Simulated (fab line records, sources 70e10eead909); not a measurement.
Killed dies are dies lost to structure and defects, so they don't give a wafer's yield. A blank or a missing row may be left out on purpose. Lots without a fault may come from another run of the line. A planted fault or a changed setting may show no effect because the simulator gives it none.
Which tool did it? | flow nand_harc | 13 lots, 39 wafers sampled, at 5 steps of a route of 1302

WHAT THE GAUGES READ, wafer by wafer
NHARC_P_M2_INSPECT_11. Usual: raw_defect_count 4.8, standard deviation 2.6.
lot  | measured     | on                | raw_defect_count | flag
L475 | day 6 20:44  | defect_inspect-02 | 2 2 3            |
L478 | day 7 22:16  | defect_inspect-01 | 3 3 6            |
L480 | day 8 10:39  | defect_inspect-01 | 4 5 4            |
L481 | day 8 19:59  | defect_inspect-02 | 2 1 6            |
L483 | day 9 15:32  | defect_inspect-01 | 6 7 5            |
L484 | day 10 12:22 | defect_inspect-02 | 8 4 9            |
L485 | day 10 15:45 | defect_inspect-02 | 6 4 3            |
L488 | day 12 05:52 | defect_inspect-02 | 10 7 5           |
L491 | day 13 18:50 | defect_inspect-01 | 1 4 7            |
L493 | day 14 04:17 | defect_inspect-02 | 5 6 4            |
L496 | day 15 09:31 | defect_inspect-01 | 7 6 6            |
L497 | day 15 11:37 | defect_inspect-02 | 7 6 2            |
L498 | day 16 00:08 | defect_inspect-01 | 6 2 4            |

NHARC_P_M2_THK_MEAS_24: measures by xrf. Usual: thk_nm 144.2 nm, standard deviation 2.
lot  | measured     | on            | thk_nm (nm)       | flag
L475 | day 6 23:14  | film_metro-02 | 145.7 142.9 142.5 |
L478 | day 8 00:54  | film_metro-01 | 142.9 146.2 145.4 |
L480 | day 8 13:11  | film_metro-01 | 145.0 142.5 144.0 |
L481 | day 8 22:29  | film_metro-01 | 144.6 146.6 149.1 |
L483 | day 9 18:49  | film_metro-01 | 144.1 144.9 145.0 |
L484 | day 10 14:51 | film_metro-01 | 143.4 142.7 143.1 |
L485 | day 10 18:16 | film_metro-01 | 144.6 144.4 141.7 |
L488 | day 12 08:20 | film_metro-01 | 141.9 143.9 142.4 |
L491 | day 13 21:19 | film_metro-01 | 146.8 143.1 147.1 |
L493 | day 14 06:46 | film_metro-02 | 143.2 141.9 145.3 |
L496 | day 15 12:00 | film_metro-01 | 149.0 140.8 142.7 |
L497 | day 15 14:08 | film_metro-02 | 148.2 143.9 144.5 |
L498 | day 16 02:38 | film_metro-02 | 143.7 147.5 143.4 |

WHICH TOOL RAN EACH LOT (tool, then ch and the chambers of the sampled wafers, then the start)
lot  | NHARC_P_M1_PVD_20                       | NHARC_P_M2_ECD_22              | NHARC_P_M2_CMP_23
L475 | pvd_sputter-02, day 6 20:44 or earlier  | ecd_cu-02 ch 1, day 6 22:15    | cmp-01 ch 0,1,3, day 6 22:57
L478 | pvd_sputter-01, day 7 22:16 or earlier  | ecd_cu-02 ch 1, day 7 23:52    | cmp-03 ch 0,1, day 8 00:37
L480 | pvd_sputter-01, day 8 10:39 or earlier  | ecd_cu-02 ch 0,1, day 8 12:08  | cmp-01 ch 1,2,3, day 8 12:52
L481 | pvd_sputter-03, day 8 19:59 or earlier  | ecd_cu-01 ch 0,1, day 8 21:30  | cmp-03 ch 0,1,2, day 8 22:12
L483 | pvd_sputter-02, day 9 15:32 or earlier  | ecd_cu-01 ch 0,1, day 9 17:47  | cmp-04 ch 0,1,2, day 9 18:34
L484 | pvd_sputter-02, day 10 12:22 or earlier | ecd_cu-01 ch 0, day 10 13:49   | cmp-04 ch 0,2, day 10 14:34
L485 | pvd_sputter-02, day 10 15:45 or earlier | ecd_cu-02 ch 0,1, day 10 17:14 | cmp-04 ch 0,2,3, day 10 17:59
L488 | pvd_sputter-03, day 12 05:52 or earlier | ecd_cu-01 ch 1, day 12 07:18   | cmp-03 ch 2,3, day 12 08:02
L491 | pvd_sputter-03, day 13 18:50 or earlier | ecd_cu-02 ch 0,1, day 13 20:17 | cmp-01 ch 0,3, day 13 21:01
L493 | pvd_sputter-01, day 14 04:17 or earlier | ecd_cu-02 ch 0,1, day 14 05:49 | cmp-03 ch 0,1,2, day 14 06:32
L496 | pvd_sputter-03, day 15 09:31 or earlier | ecd_cu-02 ch 0,1, day 15 11:04 | cmp-03 ch 1,2,3, day 15 11:46
L497 | pvd_sputter-02, day 15 11:37 or earlier | ecd_cu-01 ch 0,1, day 15 13:09 | cmp-04 ch 0,2,3, day 15 13:49
L498 | pvd_sputter-02, day 16 00:08 or earlier | ecd_cu-02 ch 0,1, day 16 01:36 | cmp-03 ch 1,3, day 16 02:19
- NHARC_P_M1_PVD_20: deposits TaN, target thk 5 nm, time 8.06 s.
- NHARC_P_M2_ECD_22: material Cu, target thk 400 nm.
- NHARC_P_M2_CMP_23: polishes, t overpolish 20 s, target thk 144.3 nm.

WHAT THE TOOLS THEMSELVES READ (means of the sampled wafers that have a number; where no wafer has one, the mark that the record gives instead)
NHARC_P_M1_PVD_20. Usual: throttle_valve_pct 29.9 %, standard deviation 1.2.
lot  | tool           | throttle_valve_pct (%) | flag
L475 | pvd_sputter-02 | 29.1                   |
L478 | pvd_sputter-01 | 30.2                   |
L480 | pvd_sputter-01 | 31.3                   |
L481 | pvd_sputter-03 | 29.9                   |
L483 | pvd_sputter-02 | 29.0                   |
L484 | pvd_sputter-02 | 28.8                   |
L485 | pvd_sputter-02 | 29.0                   |
L488 | pvd_sputter-03 | 29.9                   |
L491 | pvd_sputter-03 | 29.9                   |
L493 | pvd_sputter-01 | 30.9                   |
L496 | pvd_sputter-03 | 29.7                   |
L497 | pvd_sputter-02 | 28.7                   |
L498 | pvd_sputter-02 | 29.2                   |

NHARC_P_M2_CMP_23. Usual: motor_current_A 12.6 A, standard deviation 1.4; time_to_endpoint_s 29 s, standard deviation 3.8.
lot  | tool   | motor_current_A (A) | time_to_endpoint_s (s) | flag
L475 | cmp-01 | 12.6                | 29                     |
L478 | cmp-03 | 14.0                | 32                     |
L480 | cmp-01 | 12.6                | 27                     |
L481 | cmp-03 | 13.5                | 32                     |
L483 | cmp-04 | 12.0                | 28                     |
L484 | cmp-04 | 12.0                | 24                     |
L485 | cmp-04 | 12.3                | 27                     |
L488 | cmp-03 | 12.2                | 22                     |
L491 | cmp-01 | 13.7                | 29                     |
L493 | cmp-03 | 13.4                | 28                     |
L496 | cmp-03 | 12.9                | 29                     |
L497 | cmp-04 | 11.7                | 28                     |
L498 | cmp-03 | 11.8                | 28                     |

THE ANSWER, worked out from the rows above alone
Rule: a lot is off if the mean of its wafers that have a number lies more than 3 standard deviations from the usual mean. A lot without any number at a reading at which 4 lots or more have one is off too. The other lots that the step has rows for count as sound. The gauges are gone through in route order, then the tools' own readings, and for those a lot's mean is taken as printed above. The first step at which some lot is off is used, and at that step the reading that is off furthest; a lot without a number counts as furthest.
No lot is off at any reading shown: from this, nothing can be told.

WHAT THE SIMULATOR HAD PUT IN
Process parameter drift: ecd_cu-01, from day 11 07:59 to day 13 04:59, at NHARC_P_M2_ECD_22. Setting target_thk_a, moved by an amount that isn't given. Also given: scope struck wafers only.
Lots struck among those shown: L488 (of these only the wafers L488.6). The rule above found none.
